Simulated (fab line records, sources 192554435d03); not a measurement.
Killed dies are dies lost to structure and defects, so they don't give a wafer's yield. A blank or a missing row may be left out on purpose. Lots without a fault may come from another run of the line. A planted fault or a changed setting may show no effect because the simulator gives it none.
Chamber matching | flow n5_finfet | N5_BEOL_M9_ALD_74 on ald_metal-04: 4 sister chambers
The step deposits TaN, target thk 2 nm, pulse time 2 s, purge time 3 s. 22 wafers are shown with their chamber, then 11 later ones without.

WAFERS WITH THEIR CHAMBER
wafer  | chamber | heater_power_w (W) | mfc_carrier_sccm (sccm)
L076.1 | 0       | 418                | 1501
L076.3 | 1       | 429                | 1506
L076.5 | 1       | 428                | 1515
L078.1 | 2       | 386                | 1498
L078.3 | 3       | 451                | 1503
L078.6 | 3       | 444                | 1508
L081.2 | 3       | 448                | 1497
L081.3 | 0       | 423                | 1503
L081.5 | 3       | 442                | 1500
L080.1 | 3       | 434                | 1499
L080.3 | 2       | 382                | 1502
L080.5 | 2       | 389                | 1497
L082.1 | 0       | 416                | 1496
L082.2 | 2       | 390                | 1492
L082.3 | 3       | 445                | 1492
L084.2 | 1       | 427                | 1508
L084.3 | 3       | 451                | 1501
L084.5 | 0       | 432                | 1497
L083.2 | 0       | 429                | 1503
L083.4 | 2       | 385                | 1497
L083.5 | 2       | 375                | 1507
L087.1 | 3       | 462                | 1499

SIGNATURES (means of the wafers above)
reading          | chamber 0 | chamber 1 | chamber 2 | chamber 3 | scatter within a chamber
heater_power_w   | 423.60    | 428.00    | 384.50    | 447.12    | 6.69
mfc_carrier_sccm | 1500.00   | 1509.67   | 1498.83   | 1499.88   | 4.52
Rule: a wafer's distance from a chamber is the root of the sum, over the readings, of the square of ((its reading less the chamber's mean) divided by the reading's scatter). The wafer belongs to the nearest chamber; if the next one is less than 2 further off, it can't be placed. The scatter: the root of (the sum of the squares of (reading less its chamber's mean) over the shown wafers, divided by (wafers less chambers)).

WAFERS WITHOUT THEIR CHAMBER
wafer  | heater_power_w (W) | mfc_carrier_sccm (sccm)
L087.3 | 429                | 1504
L087.6 | 428                | 1502
L094.1 | 421                | 1502
L094.4 | 444                | 1502
L094.6 | 422                | 1498
L095.1 | 435                | 1497
L095.3 | 401                | 1497
L095.4 | 431                | 1499
L097.2 | 386                | 1508
L097.5 | 430                | 1507
L097.6 | 426                | 1492

WHICH CHAMBER EACH WENT THROUGH
wafer  | from the rows above          | in truth
L087.3 | can't be placed: 0 or 1 or 3 | 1
L087.6 | can't be placed: 0 or 1      | 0
L094.1 | can't be placed: 0 or 1      | 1
L094.4 | 3                            | 3
L094.6 | 0                            | 0
L095.1 | can't be placed: 0 or 3 or 1 | 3
L095.3 | can't be placed: 2 or 0      | 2
L095.4 | can't be placed: 0 or 1 or 3 | 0
L097.2 | 2                            | 2
L097.5 | can't be placed: 1 or 0      | 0
L097.6 | can't be placed: 0 or 3      | 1
Placed correctly: 3 of 11. Can't be placed from these rows: 8 (the true chamber is among the candidates in 7). Placed wrongly: 0.
